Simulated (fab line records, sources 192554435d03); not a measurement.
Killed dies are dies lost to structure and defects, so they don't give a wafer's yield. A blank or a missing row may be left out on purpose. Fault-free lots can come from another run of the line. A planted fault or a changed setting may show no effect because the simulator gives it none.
Which tool did it? | flow n5_finfet | 24 lots with 72 wafers sampled at 5 steps, on a route of 1938 steps

== WHAT EACH GAUGE READ, for each wafer ==
N5_BEOL_M11_THK_MEAS_53: measures by xrf. Usual: M11_THK gives 139.2 nm (standard deviation 2.4).
lot  | measured     | on            | M11_THK (nm)      | flag
L074 | day 10 13:44 | film_metro-01 | 140.8 134.5 136.7 |
L075 | day 10 18:55 | film_metro-02 | 140.1 142.5 141.3 |
L077 | day 11 08:00 | film_metro-02 | 139.3 140.4 139.5 |
L076 | day 11 08:25 | film_metro-01 | 136.9 139.3 136.8 |
L078 | day 11 09:16 | film_metro-02 | 139.9 141.2 138.5 |
L081 | day 12 02:05 | film_metro-02 | 137.2 137.0 138.8 |
L080 | day 12 08:42 | film_metro-02 | 139.0 139.0 139.6 |
L079 | day 12 11:28 | film_metro-01 | 134.3 138.1 136.2 |
L082 | day 12 12:45 | film_metro-02 | 135.7 138.4 134.8 |
L083 | day 12 16:47 | film_metro-02 | 140.8 142.8 144.5 |
L084 | day 13 03:07 | film_metro-02 | 143.1 137.7 139.9 |
L086 | day 13 17:52 | film_metro-01 | 134.5 135.5 135.1 |
L085 | day 13 20:17 | film_metro-01 | 141.9 140.9 136.1 |
L089 | day 13 23:07 | film_metro-01 | 141.0 139.4 140.2 |
L087 | day 14 03:53 | film_metro-01 | 142.6 136.0 138.8 |
L088 | day 14 03:59 | film_metro-02 | 143.1 137.3 137.2 |
L090 | day 14 21:32 | film_metro-02 | 140.2 142.8 141.7 |
L091 | day 14 23:39 | film_metro-01 | 139.3 141.7 139.0 |
L093 | day 15 00:07 | film_metro-02 | 139.6 140.3 141.2 |
L092 | day 15 03:28 | film_metro-02 | 138.6 142.5 140.8 |
L094 | day 15 08:59 | film_metro-02 | 139.2 140.6 139.9 |
L095 | day 16 06:38 | film_metro-01 | 137.7 140.6 135.5 |
L097 | day 16 13:13 | film_metro-02 | 140.3 135.4 141.3 |
L096 | day 16 13:34 | film_metro-02 | 139.1 136.3 136.6 |

N5_BEOL_M13_CD_MEAS_10: target cd 190 nm. Usual: 189.6 nm for cd_nm, sd 1.2.
lot  | measured     | on        | cd_nm (nm)        | flag
L074 | day 10 20:29 | cd_sem-01 | 192.4 190.5 190.6 |
L075 | day 11 00:33 | cd_sem-01 | 190.1 190.0 190.6 |
L077 | day 11 13:09 | cd_sem-03 | 187.8 188.2 188.2 |
L076 | day 11 15:16 | cd_sem-03 | 188.1 188.2 187.5 |
L078 | day 11 16:04 | cd_sem-03 | 189.4 188.9 187.9 |
L081 | day 12 08:22 | cd_sem-02 | 188.7 189.5 189.2 |
L080 | day 12 15:04 | cd_sem-03 | 190.3 190.5 189.9 |
L079 | day 12 17:46 | cd_sem-01 | 191.7 190.5 191.1 |
L082 | day 12 17:56 | cd_sem-01 | 191.8 191.2 191.2 |
L083 | day 12 23:40 | cd_sem-03 | 190.7 191.2 190.5 |
L084 | day 13 08:55 | cd_sem-01 | 189.0 188.0 188.2 |
L086 | day 13 23:29 | cd_sem-03 | 189.1 189.1 189.1 |
L085 | day 14 02:01 | cd_sem-03 | 187.9 186.4 188.4 |
L089 | day 14 05:38 | cd_sem-02 | 188.6 188.6 188.1 |
L087 | day 14 09:32 | cd_sem-02 | 189.9 190.8 190.2 |
L088 | day 14 09:59 | cd_sem-02 | 189.7 190.3 190.3 |
L090 | day 15 03:25 | cd_sem-02 | 190.6 190.2 192.4 |
L091 | day 15 06:23 | cd_sem-01 | 190.3 190.1 190.0 |
L093 | day 15 06:57 | cd_sem-01 | 189.4 190.6 190.4 |
L092 | day 15 10:14 | cd_sem-03 | 189.5 188.4 189.4 |
L094 | day 15 13:55 | cd_sem-01 | 187.2 187.1 188.3 |
L095 | day 16 11:23 | cd_sem-03 | 189.4 189.5 190.1 |
L097 | day 16 23:52 | cd_sem-02 | 189.5 189.8 189.8 |
L096 | day 17 00:41 | cd_sem-03 | 190.3 190.2 191.7 |

== WHAT TOOL EACH LOT RAN ON (gives the tool, then ch and the chambers of the sampled wafers, and finally the start) ==
lot  | N5_BEOL_M12_STRIP_37                 | N5_BEOL_M12_SPUTTER_45       | N5_BEOL_M12_DEP_53
L074 | plasma_asher-02 ch 0,1, day 10 16:19 | pvd_sputter-01, day 10 18:52 | pecvd-02 ch 0,1,2, day 10 19:46
L075 | plasma_asher-01 ch 0,1, day 10 21:29 | pvd_sputter-01, day 10 22:18 | pecvd-04 ch 0,1, day 10 23:58
L077 | plasma_asher-01 ch 0,1, day 11 10:34 | pvd_sputter-01, day 11 11:31 | pecvd-03 ch 0,1, day 11 12:27
L076 | plasma_asher-02 ch 1, day 11 10:46   | pvd_sputter-02, day 11 13:44 | pecvd-03 ch 0,2, day 11 14:41
L078 | plasma_asher-02 ch 0,1, day 11 12:22 | pvd_sputter-01, day 11 14:26 | pecvd-03 ch 1,2, day 11 15:28
L081 | plasma_asher-02 ch 0,1, day 12 04:32 | pvd_sputter-01, day 12 06:28 | pecvd-02 ch 0,1, day 12 07:40
L080 | plasma_asher-01 ch 0,1, day 12 11:10 | pvd_sputter-03, day 12 13:07 | pecvd-03 ch 1,2, day 12 14:29
L079 | plasma_asher-02 ch 0,1, day 12 13:57 | pvd_sputter-02, day 12 15:52 | pecvd-03 ch 0,2, day 12 17:04
L082 | plasma_asher-02 ch 0,1, day 12 15:04 | pvd_sputter-03, day 12 16:07 | pecvd-02 ch 1,2, day 12 17:07
L083 | plasma_asher-01 ch 0, day 12 19:08   | pvd_sputter-01, day 12 21:54 | pecvd-03 ch 0,1,2, day 12 23:05
L084 | plasma_asher-02 ch 0,1, day 13 05:44 | pvd_sputter-01, day 13 07:18 | pecvd-04 ch 0,1, day 13 08:13
L086 | plasma_asher-01 ch 0,1, day 13 20:06 | pvd_sputter-01, day 13 21:55 | pecvd-02 ch 0,1,2, day 13 22:54
L085 | plasma_asher-02 ch 0,1, day 13 22:33 | pvd_sputter-01, day 14 00:30 | pecvd-02 ch 0,2, day 14 01:26
L089 | plasma_asher-02 ch 0,1, day 14 02:25 | pvd_sputter-01, day 14 04:08 | pecvd-02 ch 0,1,2, day 14 05:04
L087 | plasma_asher-02 ch 0,1, day 14 06:26 | pvd_sputter-01, day 14 07:53 | pecvd-04 ch 0,1,2, day 14 08:56
L088 | plasma_asher-01 ch 1, day 14 06:37   | pvd_sputter-01, day 14 08:24 | pecvd-03 ch 0,1,2, day 14 09:25
L090 | plasma_asher-01 ch 0,1, day 14 23:50 | pvd_sputter-03, day 15 01:56 | pecvd-02 ch 0,2, day 15 02:50
L091 | plasma_asher-01 ch 0,1, day 15 02:19 | pvd_sputter-01, day 15 04:53 | pecvd-03 ch 0,1,2, day 15 05:49
L093 | plasma_asher-01 ch 0,1, day 15 03:07 | pvd_sputter-01, day 15 05:27 | pecvd-04 ch 0,2, day 15 06:22
L092 | plasma_asher-02 ch 0, day 15 05:51   | pvd_sputter-03, day 15 08:10 | pecvd-04 ch 0,1,2, day 15 09:40
L094 | plasma_asher-01 ch 0,1, day 15 11:27 | pvd_sputter-01, day 15 12:25 | pecvd-02 ch 0,1,2, day 15 13:20
L095 | plasma_asher-02 ch 0,1, day 16 08:56 | pvd_sputter-01, day 16 09:54 | pecvd-02 ch 0,1,2, day 16 10:49
L097 | plasma_asher-01 ch 0,1, day 16 15:38 | pvd_sputter-02, day 16 22:23 | pecvd-03 ch 0,1, day 16 23:17
L096 | plasma_asher-01 ch 0,1, day 16 15:53 | pvd_sputter-03, day 16 22:34 | pecvd-03 ch 0,1, day 16 23:50
- N5_BEOL_M12_STRIP_37: strips in N2/H2.
- N5_BEOL_M12_SPUTTER_45: material Cu, target thk 80 nm, time 13.33 s.
- N5_BEOL_M12_DEP_53: deposits SiCN from 3MS/NH3, target thk 30 nm, time 10.5 s.

== WHAT THE TOOLS THEMSELVES READ (means of the sampled wafers that have a number; where no wafer has one, the mark that the record gives instead) ==
N5_BEOL_M12_STRIP_37. Usual: drypump_motor_current_A 5.57 A, standard deviation 0.18; h2_flow_sccm 3249 sccm, standard deviation 10; heater_power_w 347 W, standard deviation 27; oes_product_au 0.790 a.u., standard deviation 0.0092.
lot  | tool            | drypump_motor_current_A (A) | h2_flow_sccm (sccm) | heater_power_w (W) | oes_product_au (a.u.) | flag
L074 | plasma_asher-02 | 5.49                        | 3263                | 336                | 0.796                 |
L075 | plasma_asher-01 | 5.63                        | 3247                | 367                | 0.798                 |
L077 | plasma_asher-01 | 5.62                        | 3259                | 366                | 0.791                 |
L076 | plasma_asher-02 | 5.71                        | 3253                | 337                | 0.791                 |
L078 | plasma_asher-02 | 5.50                        | 3252                | 342                | 0.788                 |
L081 | plasma_asher-02 | 5.60                        | 3247                | 338                | 0.778                 |
L080 | plasma_asher-01 | 5.64                        | 3249                | 368                | 0.792                 |
L079 | plasma_asher-02 | 5.50                        | 3260                | 340                | 0.780                 |
L082 | plasma_asher-02 | 5.49                        | 3246                | 339                | 0.796                 |
L083 | plasma_asher-01 | 5.40                        | 3246                | 318                | 0.795                 |
L084 | plasma_asher-02 | 5.49                        | 3246                | 340                | 0.786                 |
L086 | plasma_asher-01 | 5.54                        | 3249                | 341                | 0.790                 |
L085 | plasma_asher-02 | 5.60                        | 3248                | 343                | 0.796                 |
L089 | plasma_asher-02 | 5.51                        | 3247                | 337                | 0.790                 |
L087 | plasma_asher-02 | 5.62                        | 3249                | 339                | 0.796                 |
L088 | plasma_asher-01 | 5.78                        | 3242                | 393                | 0.788                 |
L090 | plasma_asher-01 | 5.64                        | 3241                | 369                | 0.805                 |
L091 | plasma_asher-01 | 5.53                        | 3252                | 346                | 0.789                 |
L093 | plasma_asher-01 | 5.52                        | 3244                | 343                | 0.778                 |
L092 | plasma_asher-02 | 5.37                        | 3242                | 341                | 0.797                 |
L094 | plasma_asher-01 | 5.63                        | 3259                | 363                | 0.792                 |
L095 | plasma_asher-02 | 5.62                        | 3249                | 343                | 0.800                 |
L097 | plasma_asher-01 | 5.50                        | 3238                | 350                | 0.782                 |
L096 | plasma_asher-01 | 5.50                        | 3248                | 347                | 0.797                 |

N5_BEOL_M12_SPUTTER_45. Usual: 29.5 % for throttle_valve_pct, sd 1.2.
lot  | tool           | throttle_valve_pct (%) | flag
L074 | pvd_sputter-01 | 29.9                   |
L075 | pvd_sputter-01 | 29.7                   |
L077 | pvd_sputter-01 | 29.4                   |
L076 | pvd_sputter-02 | 29.5                   |
L078 | pvd_sputter-01 | 29.0                   |
L081 | pvd_sputter-01 | 30.6                   |
L080 | pvd_sputter-03 | 30.2                   |
L079 | pvd_sputter-02 | 29.2                   |
L082 | pvd_sputter-03 | 29.7                   |
L083 | pvd_sputter-01 | 29.7                   |
L084 | pvd_sputter-01 | 28.7                   |
L086 | pvd_sputter-01 | 30.3                   |
L085 | pvd_sputter-01 | 28.8                   |
L089 | pvd_sputter-01 | 30.0                   |
L087 | pvd_sputter-01 | 28.7                   |
L088 | pvd_sputter-01 | 28.9                   |
L090 | pvd_sputter-03 | 30.4                   |
L091 | pvd_sputter-01 | 28.3                   |
L093 | pvd_sputter-01 | 28.8                   |
L092 | pvd_sputter-03 | 29.9                   |
L094 | pvd_sputter-01 | 29.9                   |
L095 | pvd_sputter-01 | 29.3                   |
L097 | pvd_sputter-02 | 30.2                   |
L096 | pvd_sputter-03 | 30.1                   |

N5_BEOL_M12_DEP_53. Usual: showerhead_plenum_p_Torr 4.160 Torr, standard deviation 0.03; throttle_valve_pct 17.8 %, standard deviation 1.4.
lot  | tool     | showerhead_plenum_p_Torr (Torr) | throttle_valve_pct (%) | flag
L074 | pecvd-02 | 4.149                           | 18.0                   |
L075 | pecvd-04 | 4.173                           | 18.1                   |
L077 | pecvd-03 | 4.190                           | 17.3                   |
L076 | pecvd-03 | 4.152                           | 17.4                   |
L078 | pecvd-03 | 4.167                           | 16.1                   |
L081 | pecvd-02 | 4.154                           | 18.3                   |
L080 | pecvd-03 | 4.172                           | 16.2                   |
L079 | pecvd-03 | 4.181                           | 18.5                   |
L082 | pecvd-02 | 4.132                           | 17.4                   |
L083 | pecvd-03 | 4.175                           | 17.4                   |
L084 | pecvd-04 | 4.179                           | 18.5                   |
L086 | pecvd-02 | 4.142                           | 18.0                   |
L085 | pecvd-02 | 4.142                           | 17.9                   |
L089 | pecvd-02 | 4.151                           | 18.1                   |
L087 | pecvd-04 | 4.155                           | 17.8                   |
L088 | pecvd-03 | 4.173                           | 17.6                   |
L090 | pecvd-02 | 4.143                           | 18.0                   |
L091 | pecvd-03 | 4.169                           | 17.5                   |
L093 | pecvd-04 | 4.165                           | 17.5                   |
L092 | pecvd-04 | 4.151                           | 18.0                   |
L094 | pecvd-02 | 4.151                           | 18.3                   |
L095 | pecvd-02 | 4.149                           | 18.2                   |
L097 | pecvd-03 | 4.189                           | 18.7                   |
L096 | pecvd-03 | 4.193                           | 17.4                   |

== THE ANSWER, worked out from the rows above alone ==
Rule: lot off if the mean of its wafers having a number is beyond 3 standard deviations from the usual mean. A lot without any number at a reading at which 4 lots or more have one is off too. The other lots that the step has rows for count as sound. First the gauges in route order, then the tools' own readings, where a lot's mean is used as printed above. The first step at which some lot is off is used, and at that step the reading that is off furthest; a lot without a number counts as furthest.
None of the lots is off at any reading shown; this tells nothing.

== WHAT HAD BEEN PUT IN BY THE SIMULATOR ==
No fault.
